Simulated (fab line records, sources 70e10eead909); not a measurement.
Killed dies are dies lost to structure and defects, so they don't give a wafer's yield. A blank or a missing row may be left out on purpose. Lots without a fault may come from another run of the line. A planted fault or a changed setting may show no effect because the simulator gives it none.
fab line records | flow nand_harc | part 2 of 2: steps 24 to 33 of 33
record lots=5 wafers=15 last_day=31
route steps=1302 shown P_ZERO_WELL@16
lots that met no fault: from a run of the same line without faults
start_h: hours from the record's first day to the start of the lot's first wafer shown | wait_h: hours since the lot's step before | " the same as in the row above | L1.1+2: a row that stands for several wafers | - no value, or no start given | * or withheld: withheld | < > ~ a bound
route shown NAME@n: a module of which the file shows steps, and the number in the route of the first | usual: mean/standard deviation of fault-free wafers | same: alike in all rows | chamber/n: place in a boat | sites: the reading at each site | _std_site: their standard deviation | _edge_site: outer sites' mean less inner sites' | radius_mm: how far each site lies from the wafer's centre | mask NAME#n: copy n | behind: the tool/chamber that last shaped the wafer | hold: why the lot was held/for how many hours/how that ended | device: the transistor (n, p or np) that didn't switch | end of line: the same wafers' tests at the end of the route | a step without rows: its recipe alone | killed: dies lost to structure and defects at the first sort, not the wafer's yield | map: a wafer's dies, x killed, . not, _ none there
set.NAME: the setting as run; set.NAME@STEP: as run at that earlier step | model.NAME: the simulator's own value behind a step, which no gauge read
lots at some steps of the route; a table a step, a row a wafer
services: from which hour (start_h, from the record's first day; less than 0 if before it) a tool's chamber was out of use, for how many hours, and why
## steps
# step NHARC_P_ZERO_WELL_SOFTBAKE_32
# recipe temp_c=122 time_s=95
# usual resist_line_temp_C=23.01/0.09
# same time_s=95
# columns lot.wafer tool chamber start_h wait_h resist_line_temp_C
L077.1 litho_track-05 0 - - 22.96
L077.4 " 0 " " 23.07
L077.5 " 0 " " 23.05
L081.1 litho_track-02 0 - - 23.02
L081.4 " 0 " " 22.97
L081.5 " 0 " " 22.88
L089.1 litho_track-03 0 - - 22.93
L089.5 " 0 " " 23.04
L089.6 " 0 " " 22.94
L091.1 litho_track-03 0 - - 23.10
L091.3 " 0 " " 22.98
L091.6 " 0 " " 23.00
L092.1 litho_track-05 0 - - 22.87
L092.3 " 0 " " 22.97
L092.6 " 0 " " 23.09
# step NHARC_P_ZERO_WELL_EBR_33
# usual resist_line_temp_C=22.98/0.098
# columns lot.wafer tool chamber start_h wait_h resist_line_temp_C
L077.1 litho_track-05 0 - - 23.07
L077.4 " 0 " " 23.02
L077.5 " 0 " " 22.99
L081.1 litho_track-02 0 - - 23.04
L081.4 " 0 " " 22.85
L081.5 " 0 " " 22.95
L089.1 litho_track-03 0 - - 23.08
L089.5 " 0 " " 23.09
L089.6 " 0 " " 23.03
L091.1 litho_track-03 0 - - 22.95
L091.3 " 0 " " 22.92
L091.6 " 0 " " 22.94
L092.1 litho_track-05 0 - - 22.97
L092.3 " 0 " " 23.09
L092.6 " 0 " " 23.13
# step NHARC_P_ZERO_WELL_EXPOSE_34
# recipe na=0.6 target_cd_nm=720 dose_mj=22.31 mask_id=P_PWELL
# same na=0.6
# columns lot.wafer tool chamber start_h wait_h mask
L077.1+4+5 krf_scanner-02 0 54.30 - P_PWELL#0
L081.1+4+5 krf_scanner-04 0 93.94 - P_PWELL#0
L089.1+5+6 krf_scanner-01 0 174.68 - P_PWELL#0
L091.1+3+6 krf_scanner-01 0 194.07 - P_PWELL#0
L092.1+3+6 krf_scanner-01 0 203.98 - P_PWELL#0
# step NHARC_P_ZERO_WELL_PEB_35
# recipe peb_temp_c=118 peb_time_s=85
# usual resist_line_temp_C=22.97/0.11
# columns lot.wafer tool chamber start_h wait_h resist_line_temp_C
L077.1 litho_track-05 0 54.37 0.1 22.94
L077.4 " 0 " " 22.90
L077.5 " 0 " " 22.94
L081.1 litho_track-05 0 94.00 0.1 22.91
L081.4 " 0 " " 22.90
L081.5 " 0 " " 23.09
L089.1 litho_track-02 0 174.75 0.1 22.82
L089.5 " 0 " " 22.91
L089.6 " 0 " " 22.92
L091.1 litho_track-03 0 194.15 0.1 23.06
L091.3 " 0 " " 22.91
L091.6 " 0 " " 23.10
L092.1 litho_track-03 0 204.05 0.1 22.85
L092.3 " 0 " " 22.96
L092.6 " 0 " " 22.78
# step NHARC_P_ZERO_WELL_DEVELOP_36
# recipe time_s=70
# usual resist_line_temp_C=23.00/0.1
# same time_s=70
# columns lot.wafer tool chamber start_h wait_h resist_line_temp_C
L077.1 litho_track-05 0 - - 22.89
L077.4 " 0 " " 22.97
L077.5 " 0 " " 22.88
L081.1 litho_track-05 0 - - 23.04
L081.4 " 0 " " 23.09
L081.5 " 0 " " 23.15
L089.1 litho_track-02 0 - - 22.97
L089.5 " 0 " " 22.87
L089.6 " 0 " " 23.12
L091.1 litho_track-03 0 - - 23.05
L091.3 " 0 " " 23.01
L091.6 " 0 " " 23.11
L092.1 litho_track-03 0 - - 22.99
L092.3 " 0 " " 22.98
L092.6 " 0 " " 22.93
# step NHARC_P_ZERO_WELL_CD_MEAS_37
# recipe target_cd_nm=720 landing_energy_ev=500
# usual cd_nm=720.1/1.5
# columns lot.wafer tool chamber start_h wait_h cd_nm
L077.1 cd_sem-03 0 54.46 - 720.5
L077.4 " 0 " " 722.0
L077.5 " 0 " " 722.2
L081.1 cd_sem-03 0 94.09 - 721.1
L081.4 " 0 " " 722.4
L081.5 " 0 " " 721.4
L089.1 cd_sem-03 0 174.84 - 721.9
L089.5 " 0 " " 719.3
L089.6 " 0 " " 719.2
L091.1 cd_sem-03 0 194.24 - 718.5
L091.3 " 0 " " 719.8
L091.6 " 0 " " 720.2
L092.1 cd_sem-03 0 204.14 - 721.9
L092.3 " 0 " " 720.1
L092.6 " 0 " " 719.1
# step NHARC_P_ZERO_WELL_HARDBAKE_38
# recipe temp_c=125 time_s=80
# usual resist_line_temp_C=23.02/0.095
# same time_s=80
# columns lot.wafer tool chamber start_h wait_h resist_line_temp_C
L077.1 litho_track-05 0 54.54 - 23.14
L077.4 " 0 " " 22.98
L077.5 " 0 " " 23.14
L081.1 litho_track-03 0 94.17 - 22.90
L081.4 " 0 " " 23.05
L081.5 " 0 " " 23.02
L089.1 litho_track-05 0 174.92 - 23.03
L089.5 " 0 " " 22.93
L089.6 " 0 " " 22.92
L091.1 litho_track-03 0 194.32 - 22.93
L091.3 " 0 " " 23.12
L091.6 " 0 " " 23.14
L092.1 litho_track-02 0 204.22 - 22.94
L092.3 " 0 " " 22.92
L092.6 " 0 " " 23.01
# step NHARC_P_ZERO_WELL_DESCUM_39
# recipe time_s=3 o2_flow_sccm=200 ar_flow_sccm=0 bias_power_w=0 chemistry=O2
# usual drypump_motor_current_A=5.9/0.4 oes_product_au=0.998/0.0077 rf_vpp_V=57.9/0.88 showerhead_plenum_p_Torr=1.94/0.099 throttle_valve_pct=11.312/0.01
# same time_s=3
# columns lot.wafer tool chamber start_h wait_h drypump_motor_current_A oes_product_au rf_hours_counter_h rf_vpp_V showerhead_plenum_p_Torr throttle_valve_pct
L077.4 rie_diel-13 1 54.62 - 6.4 1.000 15 55.8 2.03 11.317
L077.1 " 3 " " 6.1 1.005 18 56.6 1.85 11.301
L077.5 " 2 " " 6.3 1.000 - 55.3 1.79 11.319
L081.4 rie_diel-05 3 94.34 - 5.5 0.991 7 57.7 1.91 11.314
L081.1 " 1 " " 5.4 0.992 13 57.9 2.05 11.311
L081.5 " 0 " " 6.2 0.984 - 58.5 2.02 11.313
L089.1 rie_diel-13 3 175.03 - 6.1 1.000 0 57.9 1.83 11.320
L089.6 " 0 " " 6.4 1.010 - 58.0 1.84 11.317
L089.5 " 1 " " 6.4 0.992 - 57.2 2.02 11.323
L091.1 rie_diel-13 2 194.41 - 6.2 1.000 6 57.8 1.78 11.308
L091.3 " 3 " " 6.1 0.989 6 56.7 1.83 11.301
L091.6 " 1 " " 6.4 0.998 - 59.1 2.01 11.300
L092.3 rie_diel-05 0 204.30 - 6.2 0.991 36 57.6 2.01 11.296
L092.1 " 1 " " 5.5 0.988 48 59.7 2.04 11.322
L092.6 " 0 " " 6.2 0.990 - 58.4 2.01 11.296
# step NHARC_P_ZERO_WELL_IMPLANT_40
# recipe energy_kev=300 dose_cm2=1e+13 tilt_deg=7
# usual beam_on_s=10.01/0.19
# columns lot.wafer tool chamber start_h wait_h beam_on_s
L077.1 implanter-01 0 54.77 0.1 9.98
L077.4 " 0 " " 9.51
L077.5 " 0 " " 10.32
L081.1 implanter-02 0 94.49 0.1 9.61
L081.4 " 0 " " 9.87
L081.5 " 0 " " 9.90
L089.1 implanter-01 0 175.14 0.1 10.02
L089.5 " 0 " " 9.87
L089.6 " 0 " " 9.92
L091.1 implanter-02 0 194.54 0.1 9.94
L091.3 " 0 " " 10.20
L091.6 " 0 " " 10.10
L092.1 implanter-02 0 204.45 0.1 10.48
L092.3 " 0 " " 10.13
L092.6 " 0 " " 9.95
# step NHARC_P_ZERO_WELL_IMPLANT_59
# recipe energy_kev=120 dose_cm2=5e+12 tilt_deg=7
# usual beam_on_s=10.00/0.19
# columns lot.wafer tool chamber start_h wait_h beam_on_s
L077.1 implanter-01 0 54.94 0.1 10.38
L077.4 " 0 " " 10.10
L077.5 " 0 " " 10.07
L081.1 implanter-02 0 94.67 0.2 9.99
L081.4 " 0 " " 10.01
L081.5 " 0 " " 10.07
L089.1 implanter-01 0 175.32 0.1 9.90
L089.5 " 0 " " 9.78
L089.6 " 0 " " 9.91
L091.1 implanter-02 0 194.72 0.2 9.92
L091.3 " 0 " " 9.78
L091.6 " 0 " " 10.10
L092.1 implanter-02 0 204.63 0.2 9.77
L092.3 " 0 " " 9.65
L092.6 " 0 " " 10.21
## services
# columns tool chamber start_h hours kind
rie_diel-13 - 45.31 0.8 repair
rie_diel-13 - 46.29 0.7 repair
litho_track-02 - 52.00 7.0 pm
rie_diel-05 - 52.63 9.0 pm
krf_scanner-01 - 71.06 26.3 repair
rie_diel-05 0 71.89 6.3 repair
wet_bench-05 - 84.80 8.0 pm
rie_diel-13 - 86.15 2.6 repair
rie_si-04 0 88.99 14.0 repair
rie_diel-13 0 94.33 11.1 repair
rie_diel-05 0 99.49 8.2 repair
litho_track-03 - 100.00 7.0 pm
rie_diel-07 3 103.16 2.4 repair
rie_diel-05 2 108.82 2.6 repair
rie_diel-13 1 111.44 11.4 repair
rie_diel-07 - 117.33 9.0 pm
krf_scanner-01 - 119.82 10.2 repair
litho_track-05 - 124.00 7.0 pm
krf_scanner-01 - 140.00 4.0 pm
implanter-02 - 146.00 13.0 pm
rie_diel-13 - 165.19 9.0 pm
wet_bench-09 - 176.80 8.0 pm
implanter-01 - 180.66 6.5 repair
rie_diel-13 1 199.95 5.9 repair
